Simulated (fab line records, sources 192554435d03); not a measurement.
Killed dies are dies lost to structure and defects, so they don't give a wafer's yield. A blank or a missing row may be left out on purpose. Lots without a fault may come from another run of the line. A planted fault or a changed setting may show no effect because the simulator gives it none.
fab line records | flow n5_finfet
record lots=23 wafers=69 last_day=17
route steps=1938 shown MOL_CONTACT_COAG@540
lots that met no fault: from a run of the same line without faults
start_h: hours from the record's first day to the start of the lot's first wafer shown | wait_h: hours since the lot's step before | " the same as in the row above | L1.1+2: a row that stands for several wafers | - no value, or no start given | * or withheld: withheld | < > ~ a bound
route shown NAME@n: a module of which the file shows steps, and the number in the route of the first | usual: mean/standard deviation of fault-free wafers | same: alike in all rows | chamber/n: place in a boat | sites: the reading at each site | _std_site: their standard deviation | _edge_site: outer sites' mean less inner sites' | radius_mm: how far each site lies from the wafer's centre | mask NAME#n: copy n | behind: the tool/chamber that last shaped the wafer | hold: why the lot was held/for how many hours/how that ended | device: the transistor (n, p or np) that didn't switch | end of line: the same wafers' tests at the end of the route | a step without rows: its recipe alone | killed: dies lost to structure and defects at the first sort, not the wafer's yield | map: a wafer's dies, x killed, . not, _ none there
set.NAME: the setting as run; set.NAME@STEP: as run at that earlier step | model.NAME: the simulator's own value behind a step, which no gauge read
steps of the route over a sample of lots; a table a step, a row a wafer
services: from which hour (start_h, from the record's first day; less than 0 if before it) a tool's chamber was out of use, for how many hours, and why
## steps
# step N5_MOL_CONTACT_COAG_CD_MEAS_99
# recipe target_cd_nm=17.2 polarity=opening
# usual cd_nm=17.2/0.31
# columns lot.wafer tool chamber start_h wait_h cd_nm
L074.4 cd_sem-01 - 91.12 - 17.1
L074.5 " - " " 16.9
L074.6 " - " " 17.6
L075.2 cd_sem-03 - 96.09 - 16.9
L075.3 " - " " 17.1
L075.5 " - " " 17.2
L076.2 cd_sem-03 - 100.37 - 17.1
L076.4 " - " " 16.9
L076.5 " - " " 17.4
L077.1 cd_sem-03 - 111.08 - 17.6
L077.2 " - " " 17.3
L077.6 " - " " 17.1
L078.1 cd_sem-03 - 114.15 - 17.3
L078.3 " - " " 17.4
L078.6 " - " " 17.1
L079.1 cd_sem-03 - 120.64 - 17.1
L079.2 " - " " 17.2
L079.5 " - " " 16.6
L080.1 cd_sem-02 - 125.57 - 17.5
L080.5 " - " " 16.8
L080.6 " - " " 17.5
L081.3 cd_sem-01 - 136.06 - 17.2
L081.5 " - " " 17.2
L081.6 " - " " 16.6
L082.1 cd_sem-03 - 141.11 - 17.5
L082.4 " - " " 17.4
L082.5 " - " " 17.7
L083.3 cd_sem-02 - 142.74 - 17.2
L083.4 " - " " 17.1
L083.5 " - " " 17.2
L084.1 cd_sem-01 - 148.21 - 16.9
L084.2 " - " " 17.2
L084.6 " - " " 17.4
L085.3 cd_sem-02 - 158.70 - 17.4
L085.4 " - " " 16.9
L085.5 " - " " 17.5
L086.1 cd_sem-02 - 160.24 - 17.6
L086.2 " - " " 16.8
L086.5 " - " " 17.4
L087.1 cd_sem-01 - 169.48 - 16.9
L087.2 " - " " 17.1
L087.3 " - " " 16.9
L088.1 cd_sem-01 - 178.41 - 17.4
L088.2 " - " " 17.5
L088.6 " - " " 17.5
L089.1 cd_sem-03 - 180.71 - 17.4
L089.2 " - " " 16.8
L089.4 " - " " 17.2
L090.3 cd_sem-02 - 184.70 - 17.4
L090.5 " - " " 16.9
L090.6 " - " " 17.0
L092.2 cd_sem-02 - 196.80 - 17.1
L092.4 " - " " 17.7
L092.6 " - " " 17.7
L093.2 cd_sem-03 - 201.47 - 17.1
L093.3 " - " " 17.0
L093.4 " - " " 17.8
L094.4 cd_sem-03 - 209.50 - 17.8
L094.5 " - " " 17.2
L094.6 " - " " 17.4
L095.1 cd_sem-01 - 218.55 - 17.4
L095.4 " - " " 17.0
L095.5 " - " " 17.3
L096.1 cd_sem-03 - 220.86 - 16.8
L096.2 " - " " 17.0
L096.5 " - " " 17.1
L097.2 cd_sem-03 - 233.80 - 16.9
L097.3 " - " " 16.8
L097.4 " - " " 17.3
# step N5_MOL_CONTACT_COAG_PRE_CLEAN_142
# recipe gas=H2/He time_s=60 temp_c=300
# usual heater_power_w=457/33
# columns lot.wafer tool chamber start_h wait_h heater_power_w
L074.4 pvd_sputter-03 - 97.67 1.9 450
L074.5 " - " " 433
L074.6 " - " " 421
L075.2 pvd_sputter-02 - 100.44 1.2 481
L075.3 " - " " 471
L075.5 " - " " 384
L076.2 pvd_sputter-03 - 104.72 0.6 456
L076.4 " - " " 435
L076.5 " - " " 438
L077.1 pvd_sputter-02 - 117.72 4.3 463
L077.2 " - " " 481
L077.6 " - " " 466
L078.1 pvd_sputter-03 - 121.49 1.3 469
L078.3 " - " " 430
L078.6 " - " " 468
L079.1 pvd_sputter-02 - 124.33 1.1 376
L079.2 " - " " 476
L079.5 " - " " 481
L080.1 pvd_sputter-01 - 131.68 1.8 502
L080.5 " - " " 477
L080.6 " - " " 503
L081.3 pvd_sputter-02 - 140.19 1.3 479
L081.5 " - " " 481
L081.6 " - " " 477
L082.1 pvd_sputter-02 - 147.24 2.0 485
L082.4 " - " " 488
L082.5 " - " " 382
L083.3 pvd_sputter-01 - 147.82 1.6 482
L083.4 " - " " 460
L083.5 " - " " 475
L084.1 pvd_sputter-02 - 152.76 1.2 479
L084.2 " - " " 383
L084.6 " - " " 483
L085.3 pvd_sputter-01 - 165.82 1.7 481
L085.4 " - " " 474
L085.5 " - " " 511
L086.1 pvd_sputter-03 - 165.97 1.6 427
L086.2 " - " " 438
L086.5 " - " " 447
L087.1 pvd_sputter-02 - 172.44 0.8 380
L087.2 " - " " 470
L087.3 " - " " 476
L088.1 pvd_sputter-01 - 185.10 3.5 461
L088.2 " - " " 478
L088.6 " - " " 490
L089.1 pvd_sputter-02 - 185.70 1.0 463
L089.2 " - " " 485
L089.4 " - " " 380
L090.3 pvd_sputter-03 - 189.01 1.1 437
L090.5 " - " " 421
L090.6 " - " " 443
L092.2 pvd_sputter-01 - 204.15 2.9 479
L092.4 " - " " 504
L092.6 " - " " 477
L093.2 pvd_sputter-02 - 207.20 1.0 470
L093.3 " - " " 466
L093.4 " - " " 486
L094.4 pvd_sputter-03 - 215.02 1.0 436
L094.5 " - " " 429
L094.6 " - " " 431
L095.1 pvd_sputter-01 - 224.17 1.6 471
L095.4 " - " " 481
L095.5 " - " " 472
L096.1 pvd_sputter-03 - 225.09 1.7 433
L096.2 " - " " 429
L096.5 " - " " 411
L097.2 pvd_sputter-01 - 239.81 2.8 466
L097.3 " - " " 476
L097.4 " - " " 477
# step N5_MOL_CONTACT_COAG_INSPECT_57
# recipe mode=adi inspect_instrument=brightfield
# usual raw_defect_count=213/57
# columns lot.wafer tool chamber start_h wait_h raw_defect_count
L074.4 defect_inspect-02 - 102.06 0.0 106
L074.5 " - " " 213
L074.6 " - " " 177
L075.2 defect_inspect-01 - 104.45 0.0 242
L075.3 " - " " 204
L075.5 " - " " 181
L076.2 defect_inspect-02 - 109.93 0.0 245
L076.4 " - " " 324
L076.5 " - " " 221
L077.1 defect_inspect-01 - 121.62 0.1 268
L077.2 " - " " 249
L077.6 " - " " 279
L078.1 defect_inspect-02 - 125.63 0.1 368
L078.3 " - " " 422
L078.6 " - " " 227
L079.1 defect_inspect-01 - 128.36 0.1 168
L079.2 " - " " 230
L079.5 " - " " 219
L080.1 defect_inspect-01 - 135.58 0.1 343
L080.5 " - " " 209
L080.6 " - " " 185
L081.3 defect_inspect-01 - 144.11 0.0 218
L081.5 " - " " 170
L081.6 " - " " 158
L082.1 defect_inspect-01 - 151.89 0.1 169
L082.4 " - " " 146
L082.5 " - " " 220
L083.3 defect_inspect-01 - 151.95 0.0 214
L083.4 " - " " 169
L083.5 " - " " 235
L084.1 defect_inspect-01 - 156.98 0.1 139
L084.2 " - " " 163
L084.6 " - " " 158
L085.3 defect_inspect-02 - 170.10 0.0 234
L085.4 " - " " 235
L085.5 " - " " 240
L086.1 defect_inspect-01 - 170.72 0.1 145
L086.2 " - " " 149
L086.5 " - " " 166
L087.1 defect_inspect-02 - 176.54 0.1 181
L087.2 " - " " 237
L087.3 " - " " 155
L088.1 defect_inspect-01 - 190.31 0.1 162
L088.2 " - " " 281
L088.6 " - " " 200
L089.1 defect_inspect-01 - 191.30 0.1 135
L089.2 " - " " 169
L089.4 " - " " 179
L090.3 defect_inspect-02 - 194.41 0.0 311
L090.5 " - " " 258
L090.6 " - " " 318
L092.2 defect_inspect-02 - 208.18 0.0 200
L092.4 " - " " 306
L092.6 " - " " 128
L093.2 defect_inspect-02 - 211.22 0.0 200
L093.3 " - " " 190
L093.4 " - " " 225
L094.4 defect_inspect-01 - 218.93 0.0 148
L094.5 " - " " 150
L094.6 " - " " 180
L095.1 defect_inspect-02 - 230.47 0.1 149
L095.4 " - " " 209
L095.5 " - " " 198
L096.1 defect_inspect-02 - 230.99 0.1 290
L096.2 " - " " 241
L096.5 " - " " 229
L097.2 defect_inspect-02 - 243.84 0.0 264
L097.3 " - " " 205
L097.4 " - " " 292
# step N5_MOL_CONTACT_COAG_ETCH_90
# recipe chemistry=CF4 target=SiARC target_depth_a=130 mask_material=CAR-EUV time_s=21.7 ion_energy_ev=80 pressure_mtorr=40 source_w=545 bias_w=36 Ar_flow_sccm=100 cf4_flow_sccm=100 ends=cleared
# usual chamber_pressure_mTorr=40.00/0.036 drypump_motor_current_A=5.5/0.57 etch_rf_on_time_s=21.59/0.27 mfc_ar_sccm=99.99/0.28 oes_product_au=0.70/0.075 rf_vpp_V=184.4/1 showerhead_plenum_p_Torr=2.17/0.064 throttle_valve_pct=15.55/0.21
# columns lot.wafer tool chamber start_h wait_h chamber_pressure_mTorr drypump_motor_current_A etch_rf_on_time_s mfc_ar_sccm oes_product_au rf_hours_counter_h rf_vpp_V showerhead_plenum_p_Torr throttle_valve_pct
L074.4 rie_diel-03 0 102.25 0.0 39.97 6.0 21.35 99.67 0.78 37 184.1 2.26 15.38
L074.5 " 0 " " 39.97 6.0 21.49 99.96 0.78 - 184.8 2.26 15.39
L074.6 " 3 " " 39.99 4.9 21.23 100.04 0.64 - 184.1 2.13 15.71
L075.2 rie_diel-02 1 104.54 0.0 39.98 4.9 21.70 100.48 0.73 58 185.5 2.17 15.34
L075.3 " 3 " " 39.94 4.7 21.76 99.75 0.65 168 184.1 2.14 15.62
L075.5 " 1 " " 40.02 4.9 21.42 100.09 0.74 - 184.4 2.17 15.34
L076.2 rie_diel-02 1 110.57 0.0 39.97 4.9 21.58 99.88 0.72 60 184.4 2.17 15.35
L076.4 " 1 " " 40.02 4.9 21.62 99.84 0.73 - 185.8 2.17 15.35
L076.5 " 0 " " 40.01 6.2 21.58 100.23 0.58 - 183.7 2.03 15.80
L077.1 rie_diel-04 2 121.90 0.0 40.02 5.7 21.22 100.16 0.70 90 183.7 2.16 15.65
L077.2 " 0 " " 39.99 5.8 22.01 100.09 0.58 243 186.0 2.11 15.90
L077.6 " 0 " " 40.03 5.8 21.98 99.80 0.58 - 182.9 2.11 15.88
L078.1 rie_diel-02 3 125.72 0.0 40.03 4.7 21.72 99.71 0.64 177 182.8 2.13 15.64
L078.3 " 1 " " 40.01 4.9 21.90 99.34 0.72 67 183.9 2.17 15.34
L078.6 " 1 " " 40.02 4.9 21.71 99.40 0.72 - 184.0 2.17 15.36
L079.1 rie_diel-02 0 128.45 0.0 39.95 6.2 21.77 100.08 0.57 259 182.2 2.02 15.83
L079.2 " 3 " " 40.02 4.7 21.83 100.36 0.64 178 184.1 2.13 15.63
L079.5 " 2 " " 39.99 5.5 21.82 99.65 0.85 - 184.0 2.11 15.28
L080.1 rie_diel-04 2 136.62 0.0 39.98 5.7 21.27 100.43 0.68 96 183.9 2.16 15.66
L080.5 " 2 " " 40.07 5.7 21.30 99.65 0.69 - 185.5 2.16 15.65
L080.6 " 3 " " 40.00 5.4 21.48 99.92 0.76 - 185.9 2.27 15.35
L081.3 rie_diel-04 3 144.26 0.0 40.04 5.4 21.35 100.15 0.75 40 187.1 2.27 15.37
L081.5 " 2 " " 40.07 5.7 21.19 99.99 0.69 - 184.2 2.16 15.66
L081.6 " 1 " " 39.95 6.7 21.75 99.87 0.64 - 184.4 2.22 15.87
L082.1 rie_diel-02 1 151.98 0.0 39.97 4.9 21.66 99.49 0.71 78 185.1 2.16 15.37
L082.4 " 3 " " 39.95 4.7 22.11 99.95 0.63 - 185.5 2.13 15.67
L082.5 " 1 " " 39.99 4.9 21.65 99.69 0.70 - 185.6 2.16 15.39
L083.3 rie_diel-03 1 152.11 0.0 39.98 5.7 21.31 100.20 0.80 10 184.2 2.20 15.29
L083.4 " 2 " " 40.04 5.4 21.81 99.87 0.59 244 183.5 2.11 15.71
L083.5 " 3 " " 39.99 4.9 21.11 100.03 0.63 - 183.7 2.13 15.74
L084.1 rie_diel-03 3 157.07 0.0 40.00 4.9 21.34 99.37 0.63 184 184.4 2.13 15.74
L084.2 " 2 " " 40.01 5.4 21.69 99.83 0.59 245 184.2 2.11 15.72
L084.6 " 3 " " 40.00 4.9 21.36 100.04 0.63 - 184.4 2.13 15.75
L085.3 rie_diel-03 0 170.30 0.0 40.01 6.0 21.66 100.42 0.73 66 184.2 2.25 15.45
L085.4 " 3 " " 40.02 4.9 21.53 100.25 0.63 189 184.3 2.13 15.76
L085.5 " 3 " " 39.98 4.9 21.53 100.29 0.63 - 183.4 2.13 15.77
L086.1 rie_diel-02 1 170.80 0.0 40.03 4.9 21.84 100.03 0.69 84 185.3 2.16 15.39
L086.2 " 2 " " 40.00 5.5 22.18 99.86 0.78 16 183.1 2.11 15.31
L086.5 " 0 " " 39.95 6.2 21.79 100.50 0.83 - 185.8 2.28 15.29
L087.1 rie_diel-04 2 176.67 0.0 40.00 5.7 21.12 100.10 0.68 109 184.5 2.15 15.68
L087.2 " 3 " " 40.05 5.4 21.06 99.80 0.74 56 184.8 2.26 15.40
L087.3 " 1 " " 40.06 6.6 21.60 100.29 0.64 171 183.7 2.22 15.89
L088.1 rie_diel-03 1 190.40 0.0 40.03 5.7 21.59 100.41 0.77 24 183.5 2.19 15.30
L088.2 " 3 " " 40.02 4.9 21.18 100.14 0.62 196 184.5 2.12 15.78
L088.6 " 0 " " 39.99 6.0 21.55 99.88 0.73 - 186.0 2.25 15.47
L089.1 rie_diel-02 0 191.39 0.0 40.03 6.2 21.78 99.86 0.81 12 186.1 2.28 15.33
L089.2 " 2 " " 39.97 5.5 21.73 100.22 0.78 23 183.7 2.11 15.32
L089.4 " 3 " " 39.92 4.7 21.94 99.97 0.62 201 183.4 2.12 15.68
L090.3 rie_diel-03 0 195.07 0.0 40.01 6.0 21.60 99.67 0.73 76 184.9 2.25 15.48
L090.5 " 1 " " 40.00 5.7 21.44 100.55 0.78 - 184.3 2.19 15.32
L090.6 " 0 " " 40.04 6.0 21.62 100.28 0.72 - 184.9 2.25 15.47
L092.2 rie_diel-02 2 208.26 0.0 40.06 5.5 21.78 100.25 0.76 28 183.7 2.10 15.32
L092.4 " 0 " " 39.98 6.3 21.58 99.83 0.79 18 185.1 2.27 15.31
L092.6 " 1 " " 40.12 4.9 21.78 100.30 0.69 - 184.4 2.16 15.41
L093.2 rie_diel-04 3 211.31 0.0 39.98 5.4 21.53 100.07 0.72 69 186.4 2.26 15.43
L093.3 " 0 " " 40.00 5.8 21.45 99.93 0.81 11 183.0 2.10 15.44
L093.4 " 1 " " 40.01 6.6 21.91 100.31 0.62 186 184.1 2.21 15.92
L094.4 rie_diel-04 2 219.02 0.0 40.00 5.7 21.45 100.16 0.67 122 184.8 2.15 15.70
L094.5 " 1 " " 40.02 6.6 22.00 99.97 0.62 - 185.1 2.21 15.93
L094.6 " 0 " " 40.04 5.8 21.53 100.30 0.80 - 183.1 2.10 15.43
L095.1 rie_diel-03 2 230.68 0.0 39.97 5.4 21.39 99.70 0.78 20 183.4 2.10 15.27
L095.4 " 0 " " 39.98 6.0 21.44 99.83 0.72 88 186.0 2.24 15.49
L095.5 " 1 " " 40.04 5.7 21.57 99.83 0.75 - 185.6 2.19 15.34
L096.1 rie_diel-04 0 231.24 0.0 40.05 5.8 21.25 100.21 0.80 19 183.9 2.10 15.43
L096.2 " 3 " " 39.99 5.4 21.56 100.16 0.71 77 184.5 2.25 15.44
L096.5 " 0 " " 40.06 5.8 21.27 100.04 0.79 - 183.8 2.10 15.43
L097.2 rie_diel-04 3 243.96 0.0 39.92 5.4 21.30 99.79 0.71 80 185.1 2.25 15.45
L097.3 " 0 " " 40.03 5.8 21.41 99.72 0.79 22 181.9 2.10 15.45
L097.4 " 2 " " 39.97 5.7 21.19 99.90 0.67 130 184.2 2.14 15.71
# step N5_MOL_CONTACT_COAG_ETCH_47
# recipe chemistry=CH3F/O2 target=SiNx target_depth_a=270 mask_material=SiO2 stop_on=W over_etch_frac=0.2 ion_energy_ev=120 endpoint=OES-CN pressure_mtorr=30 source_w=395 bias_w=73 Ar_flow_sccm=150 CH3F_flow_sccm=30 O2_flow_sccm=20 ends=end_point
# usual chamber_pressure_mTorr=30.001/0.029 drypump_motor_current_A=5.5/0.59 etch_rf_on_time_s=31.1/0.4 mfc_ar_sccm=150.1/0.65 oes_ar_750_au=0.82/0.087 oes_o_777_au=0.82/0.088 oes_product_au=0.73/0.081 rf_vpp_V=296.9/2.7 showerhead_plenum_p_Torr=2.03/0.063 throttle_valve_pct=16.28/0.21
# columns lot.wafer tool chamber start_h wait_h chamber_pressure_mTorr drypump_motor_current_A etch_rf_on_time_s mfc_ar_sccm oes_ar_750_au oes_o_777_au oes_product_au rf_hours_counter_h rf_vpp_V showerhead_plenum_p_Torr throttle_valve_pct
L074.4 rie_diel-02 3 102.78 0.0 30.047 4.7 31.1 150.4 0.76 0.76 0.69 167 297.2 2.00 16.38
L074.5 " 1 " " 30.028 4.9 31.0 149.4 0.85 0.84 0.77 - 296.6 2.03 16.08
L074.6 " 2 " " 29.979 5.5 31.8 149.6 0.68 0.67 0.60 - 294.8 1.97 16.51
L075.2 rie_diel-04 1 105.06 0.0 30.011 6.7 30.9 150.5 0.77 0.76 0.69 141 302.5 2.09 16.60
L075.3 " 3 " " 29.995 5.4 30.6 150.5 0.91 0.91 0.81 25 299.2 2.13 16.07
L075.5 " 0 " " 30.029 5.8 31.5 150.8 0.70 0.69 0.61 - 293.8 1.97 16.56
L076.2 rie_diel-04 0 111.12 0.0 29.997 5.8 31.5 150.1 0.70 0.69 0.62 240 295.5 1.97 16.57
L076.4 " 3 " " 29.980 5.4 30.6 149.9 0.90 0.91 0.81 28 299.2 2.13 16.06
L076.5 " 3 " " 29.994 5.4 30.8 149.4 0.90 0.91 0.80 - 299.4 2.13 16.07
L077.1 rie_diel-02 1 122.50 0.0 30.047 4.9 30.9 150.7 0.84 0.83 0.75 65 296.4 2.02 16.08
L077.2 " 0 " " 30.034 6.2 31.5 150.1 0.68 0.68 0.59 257 290.8 1.89 16.55
L077.6 " 0 " " 29.998 6.2 31.4 149.7 0.67 0.68 0.59 - 290.7 1.89 16.53
L078.1 rie_diel-02 1 126.33 0.0 30.048 4.9 31.1 149.8 0.83 0.84 0.75 67 295.8 2.02 16.08
L078.3 " 0 " " 30.000 6.2 31.2 149.8 0.67 0.68 0.60 258 291.3 1.89 16.53
L078.6 " 1 " " 29.992 4.9 30.9 150.6 0.83 0.83 0.75 - 296.1 2.02 16.07
L079.1 rie_diel-03 0 128.97 0.0 30.005 6.0 30.9 149.5 0.88 0.87 0.78 52 296.9 2.11 16.18
L079.2 " 1 " " 29.917 5.7 30.6 150.5 0.98 0.98 0.88 2 294.3 2.06 16.04
L079.5 " 1 " " 30.031 5.7 30.4 150.4 0.97 0.98 0.89 - 293.9 2.06 16.02
L080.1 rie_diel-03 0 137.39 0.0 30.028 6.0 30.9 149.7 0.87 0.88 0.79 54 296.1 2.11 16.17
L080.5 " 0 " " 30.042 6.0 31.0 149.9 0.87 0.88 0.78 - 297.1 2.11 16.17
L080.6 " 1 " " 29.974 5.7 31.2 149.0 0.95 0.97 0.85 - 292.0 2.06 16.04
L081.3 rie_diel-02 1 144.79 0.0 29.991 4.9 31.1 149.7 0.83 0.82 0.74 75 295.7 2.02 16.08
L081.5 " 3 " " 30.024 4.7 31.3 149.8 0.75 0.76 0.67 - 295.0 1.99 16.39
L081.6 " 2 " " 30.000 5.5 31.1 150.1 0.95 0.94 0.85 - 294.8 1.97 16.05
L082.1 rie_diel-04 3 152.51 0.0 29.941 5.4 30.9 150.6 0.87 0.89 0.78 42 298.2 2.12 16.10
L082.4 " 3 " " 30.015 5.4 30.8 150.3 0.88 0.88 0.79 - 298.3 2.12 16.10
L082.5 " 1 " " 30.012 6.6 31.6 150.9 0.75 0.75 0.66 - 301.6 2.08 16.63
L083.3 rie_diel-02 3 152.63 0.0 29.955 4.7 31.5 150.1 0.75 0.75 0.66 187 296.8 1.99 16.41
L083.4 " 1 " " 30.005 4.9 31.2 149.5 0.83 0.83 0.74 - 295.3 2.02 16.10
L083.5 " 3 " " 29.982 4.7 31.6 150.5 0.75 0.74 0.66 - 295.3 1.99 16.40
L084.1 rie_diel-04 1 157.88 0.0 29.970 6.6 31.3 149.7 0.75 0.74 0.67 161 302.2 2.08 16.63
L084.2 " 0 " " 30.007 5.8 31.6 150.0 0.69 0.68 0.60 254 293.7 1.96 16.60
L084.6 " 3 " " 30.003 5.4 30.9 150.0 0.87 0.88 0.78 - 298.2 2.12 16.11
L085.3 rie_diel-03 3 170.82 0.0 30.000 4.9 30.8 150.3 0.74 0.75 0.66 189 299.5 1.98 16.45
L085.4 " 1 " " 30.038 5.7 30.6 150.2 0.93 0.92 0.83 - 294.6 2.06 16.04
L085.5 " 3 " " 30.006 4.9 30.5 150.1 0.74 0.75 0.66 - 299.8 1.98 16.44
L086.1 rie_diel-03 3 171.33 0.0 30.042 4.9 30.7 150.5 0.74 0.74 0.65 189 300.1 1.98 16.44
L086.2 " 0 " " 29.988 6.0 30.6 149.7 0.86 0.86 0.77 66 297.8 2.11 16.21
L086.5 " 3 " " 30.029 4.9 30.4 150.4 0.74 0.75 0.66 - 300.0 1.98 16.44
L087.1 rie_diel-02 2 177.38 0.0 29.974 5.5 31.2 149.9 0.92 0.90 0.82 18 295.8 1.97 16.09
L087.2 " 0 " " 29.984 6.2 30.9 150.5 0.96 0.97 0.86 7 296.1 2.13 16.07
L087.3 " 3 " " 30.008 4.7 31.4 150.0 0.74 0.75 0.65 195 297.2 1.99 16.41
L088.1 rie_diel-04 1 191.35 0.0 29.996 6.6 30.7 149.8 0.74 0.73 0.67 177 303.2 2.08 16.68
L088.2 " 0 " " 29.965 5.8 30.4 149.5 0.97 0.98 0.88 3 294.9 1.96 16.13
L088.6 " 1 " " 30.002 6.6 30.8 150.2 0.74 0.73 0.67 - 303.1 2.08 16.66
L089.1 rie_diel-03 2 192.18 0.0 29.936 5.4 30.5 150.6 0.96 0.98 0.87 3 295.9 1.96 15.93
L089.2 " 3 " " 30.021 4.9 30.7 150.6 0.73 0.74 0.65 197 300.4 1.98 16.47
L089.4 " 1 " " 29.975 5.7 30.9 150.7 0.90 0.91 0.81 25 293.8 2.05 16.05
L090.3 rie_diel-02 0 195.88 0.0 30.023 6.2 31.1 149.5 0.94 0.95 0.84 14 296.4 2.13 16.07
L090.5 " 0 " " 29.996 6.2 31.0 150.3 0.94 0.95 0.84 - 298.2 2.13 16.07
L090.6 " 3 " " 29.977 4.7 31.7 149.6 0.74 0.73 0.65 - 296.6 1.99 16.42
L092.2 rie_diel-04 3 208.95 0.0 29.993 5.4 30.9 150.5 0.84 0.85 0.75 68 298.9 2.11 16.15
L092.4 " 1 " " 30.006 6.6 31.5 149.9 0.73 0.72 0.65 185 302.0 2.07 16.67
L092.6 " 1 " " 29.977 6.6 31.3 150.2 0.73 0.72 0.65 - 302.3 2.07 16.68
L093.2 rie_diel-02 2 211.83 0.0 30.014 5.5 31.3 150.7 0.90 0.89 0.79 30 295.4 1.96 16.10
L093.3 " 0 " " 30.031 6.2 31.6 150.4 0.92 0.94 0.81 19 295.4 2.13 16.08
L093.4 " 1 " " 30.010 4.9 31.3 149.9 0.80 0.80 0.71 98 296.0 2.01 16.14
L094.4 rie_diel-04 0 219.69 0.0 29.975 5.8 30.4 150.1 0.94 0.93 0.84 14 294.7 1.96 16.15
L094.5 " 0 " " 30.060 5.8 30.5 149.2 0.93 0.93 0.84 - 294.9 1.96 16.15
L094.6 " 1 " " 29.993 6.6 31.0 149.8 0.73 0.72 0.66 - 301.9 2.07 16.69
L095.1 rie_diel-03 0 231.20 0.0 29.990 6.0 31.6 150.4 0.83 0.83 0.74 89 297.0 2.10 16.23
L095.4 " 1 " " 30.066 5.7 31.6 150.6 0.88 0.88 0.78 41 294.0 2.05 16.08
L095.5 " 0 " " 30.003 6.0 31.6 149.8 0.83 0.83 0.74 - 296.6 2.10 16.24
L096.1 rie_diel-04 1 231.76 0.0 29.967 6.6 31.8 149.8 0.72 0.72 0.64 193 301.3 2.07 16.67
L096.2 " 3 " " 29.983 5.4 31.1 151.2 0.83 0.83 0.74 77 299.3 2.11 16.16
L096.5 " 2 " " 30.013 5.7 31.2 149.8 0.77 0.78 0.69 - 295.7 2.00 16.43
L097.2 rie_diel-02 1 244.57 0.0 30.000 4.9 31.1 149.9 0.79 0.79 0.71 109 296.4 2.01 16.15
L097.3 " 0 " " 29.996 6.2 30.8 150.0 0.90 0.92 0.80 31 295.3 2.13 16.11
L097.4 " 2 " " 30.000 5.5 30.7 150.8 0.88 0.87 0.79 36 297.1 1.96 16.11
# step N5_MOL_CONTACT_COAG_OVL_MEAS_41
# recipe points_per_wafer=522
# usual VD_OVL=-0.8/0.67
# columns lot.wafer tool chamber start_h wait_h VD_OVL[nm]
L074.4 overlay-01 0 103.50 0.0 -0.7
L074.5 " 0 " " -2.3
L074.6 " 0 " " -1.1
L075.2 overlay-02 0 105.64 0.0 -0.3
L075.3 " 0 " " -1.8
L075.5 " 0 " " -0.7
L076.2 overlay-01 0 111.70 0.0 -1.1
L076.4 " 0 " " -1.5
L076.5 " 0 " " -0.4
L077.1 overlay-02 0 123.22 0.0 -0.8
L077.2 " 0 " " -1.3
L077.6 " 0 " " -0.8
L078.1 overlay-02 0 126.91 0.0 0.1
L078.3 " 0 " " -0.8
L078.6 " 0 " " 0.0
L079.1 overlay-01 0 134.82 0.0 -0.2
L079.2 " 0 " " -0.2
L079.5 " 0 " " -0.4
L080.1 overlay-01 0 137.97 0.0 -0.4
L080.5 " 0 " " -0.9
L080.6 " 0 " " -1.4
L081.3 overlay-02 0 145.38 0.0 0.0
L081.5 " 0 " " 1.1
L081.6 " 0 " " -0.3
L082.1 overlay-01 0 153.22 0.0 -1.1
L082.4 " 0 " " -1.3
L082.5 " 0 " " -2.1
L083.3 overlay-02 0 153.29 0.0 0.0
L083.4 " 0 " " -1.2
L083.5 " 0 " " -0.6
L084.1 overlay-01 0 158.46 0.0 -1.3
L084.2 " 0 " " -0.7
L084.6 " 0 " " -1.4
L085.3 overlay-01 0 171.41 0.0 -2.8
L085.4 " 0 " " -2.0
L085.5 " 0 " " -1.8
L086.1 overlay-02 0 173.46 0.0 -1.4
L086.2 " 0 " " -0.5
L086.5 " 0 " " -0.1
L087.1 overlay-02 0 178.12 0.0 -1.7
L087.2 " 0 " " 0.1
L087.3 " 0 " " -1.0
L088.1 overlay-01 0 192.05 0.0 -1.6
L088.2 " 0 " " -0.9
L088.6 " 0 " " -1.3
L089.1 overlay-01 0 192.88 0.0 -0.7
L089.2 " 0 " " -1.1
L089.4 " 0 " " 0.0
L090.3 overlay-01 0 196.47 0.0 -0.6
L090.5 " 0 " " -0.6
L090.6 " 0 " " -1.8
L092.2 overlay-01 0 209.53 0.0 0.2
L092.4 " 0 " " -0.2
L092.6 " 0 " " -0.2
L093.2 overlay-02 0 212.56 0.0 -1.4
L093.3 " 0 " " -0.9
L093.4 " 0 " " -0.3
L094.4 overlay-01 0 220.45 0.0 -0.5
L094.5 " 0 " " 0.1
L094.6 " 0 " " -0.9
L095.1 overlay-01 0 231.90 0.0 -0.9
L095.4 " 0 " " -0.5
L095.5 " 0 " " -0.6
L096.1 overlay-02 0 232.34 0.0 -0.8
L096.2 " 0 " " -1.0
L096.5 " 0 " " -1.5
L097.2 overlay-01 0 245.28 0.0 -1.2
L097.3 " 0 " " -0.7
L097.4 " 0 " " -0.9
## services
# columns tool chamber start_h hours kind
rie_diel-02 2 104.46 - clean
rie_diel-02 2 104.46 - consumable_replace:focus_ring
rie_diel-02 2 104.46 22.9 scheduled_down
rie_diel-02 2 104.46 22.9 vent_cycle
rie_diel-03 3 130.40 1.7 repair
pvd_sputter-03 - 140.90 4.9 repair
rie_diel-02 0 141.15 - clean
rie_diel-02 0 141.15 - consumable_replace:focus_ring
rie_diel-02 0 141.15 - consumable_replace:showerhead
rie_diel-02 0 141.15 15.4 scheduled_down
rie_diel-02 0 141.15 15.4 vent_cycle
rie_diel-04 0 148.40 7.8 repair
rie_diel-04 2 154.57 4.1 repair
rie_diel-04 0 158.70 - clean
rie_diel-04 0 158.70 - consumable_replace:focus_ring
rie_diel-04 0 158.70 22.6 scheduled_down
rie_diel-04 0 158.70 22.6 vent_cycle
rie_diel-04 2 159.80 4.9 repair
rie_diel-04 2 190.24 6.7 repair
rie_diel-03 3 197.34 29.9 repair
rie_diel-03 2 197.76 2.9 repair
rie_diel-03 0 199.70 6.3 repair
rie_diel-02 - 215.16 4.3 pm
rie_diel-02 2 225.53 14.6 repair
## key
fault none
